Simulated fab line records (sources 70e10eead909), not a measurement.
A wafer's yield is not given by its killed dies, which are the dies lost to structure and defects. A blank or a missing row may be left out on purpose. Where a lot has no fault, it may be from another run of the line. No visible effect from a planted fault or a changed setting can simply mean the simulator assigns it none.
Chamber matching | flow nand_harc | 4 sister chambers for NHARC_A_CONTACT_ALD_18 on ald_metal-03
The step deposits TiN, target thk 3 nm, pulse time 1 s, ald cycles 150. 4 wafers are shown with their chamber, then 12 later ones without.

== WAFERS, EACH WITH ITS CHAMBER ==
wafer  | chamber | heater_power_w (W)
L088.4 | 3       | 1113
L091.2 | 0       | 985
L091.3 | 1       | 963
L091.4 | 2       | 1149

== WAFERS MISSING THEIR CHAMBER ==
wafer  | heater_power_w (W)
L091.1 | 1104
L091.5 | 1158
L091.6 | 1117
L095.1 | 968
L095.2 | 998
L095.4 | 1140
L096.1 | 999
L096.3 | 972
L096.6 | 990
L096.2 | 1127
L096.4 | 1130
L096.5 | 1004

== THE CHAMBER EACH PASSED THROUGH ==
wafer  | from the rows above     | in truth
L091.1 | 3                       | 3
L091.5 | 2                       | 2
L091.6 | 3                       | 3
L095.1 | can't be placed: 1 or 0 | 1
L095.2 | can't be placed: 0 or 1 | 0
L095.4 | can't be placed: 2 or 3 | 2
L096.1 | can't be placed: 0 or 1 | 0
L096.3 | can't be placed: 1 or 0 | 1
L096.6 | can't be placed: 0 or 1 | 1
L096.2 | can't be placed: 3 or 2 | 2
L096.4 | can't be placed: 3 or 2 | 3
L096.5 | can't be placed: 0 or 1 | 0
Correctly placed: 3 of 12. These rows do not allow placing 9 (true chamber among the candidates in 9). Number placed wrongly: 0.
How it was worked out, from the rows above alone: a wafer's distance from a chamber is the root of the sum, over the readings, of the square of ((its reading less the chamber's mean) divided by the reading's scatter). The wafer belongs to the nearest chamber; if the next one is less than 2 further off, it can't be placed. A chamber's mean is the mean of its shown wafers. The scatter (one wafer shown for each chamber): square how far every hidden wafer sits from the nearest shown wafer, average those squares and take the square root.
